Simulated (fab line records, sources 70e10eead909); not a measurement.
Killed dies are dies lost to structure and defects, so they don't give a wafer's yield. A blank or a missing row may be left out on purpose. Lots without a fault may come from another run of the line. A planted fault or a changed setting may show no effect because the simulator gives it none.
Chamber matching | flow nand_harc | NHARC_P_M0_CMP_23 on cmp-01: 4 sister chambers
The step polishes, t overpolish 20 s, target thk 117.53 nm. 4 wafers are shown with their chamber, then 8 later ones without.

WAFERS WITH THEIR CHAMBER
wafer  | chamber | motor_current_A (A)
L084.2 | 2       | 12.2
L087.6 | 1       | 12.4
L089.6 | 3       | 10.6
L090.1 | 0       | 13.2

WAFERS WITHOUT THEIR CHAMBER
wafer  | motor_current_A (A)
L090.4 | 11.5
L090.5 | 11.2
L095.3 | 11.6
L095.4 | 14.3
L095.6 | 11.5
L096.1 | 11.7
L096.2 | 11.1
L096.6 | 12.6

WHICH CHAMBER EACH WENT THROUGH
wafer  | from the rows above               | in truth
L090.4 | can't be placed: 2 or 1 or 3 or 0 | 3
L090.5 | can't be placed: 3 or 2 or 1      | 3
L095.3 | can't be placed: 2 or 1 or 3 or 0 | 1
L095.4 | can't be placed: 0 or 1 or 2      | 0
L095.6 | can't be placed: 2 or 1 or 3 or 0 | 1
L096.1 | can't be placed: 2 or 1 or 3 or 0 | 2
L096.2 | can't be placed: 3 or 2 or 1      | 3
L096.6 | can't be placed: 1 or 2 or 0      | 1
Placed correctly: 0 of 8. Can't be placed from these rows: 8 (the true chamber is among the candidates in 8). Placed wrongly: 0.
How it was worked out, from the rows above alone: a wafer's distance from a chamber is the root of the sum, over the readings, of the square of ((its reading less the chamber's mean) divided by the reading's scatter). The wafer belongs to the nearest chamber; if the next one is less than 2 further off, it can't be placed. A chamber's mean is the mean of its shown wafers. The scatter: with one shown wafer a chamber, the root of the mean of the squares of how far each hidden wafer lies from its nearest shown one.
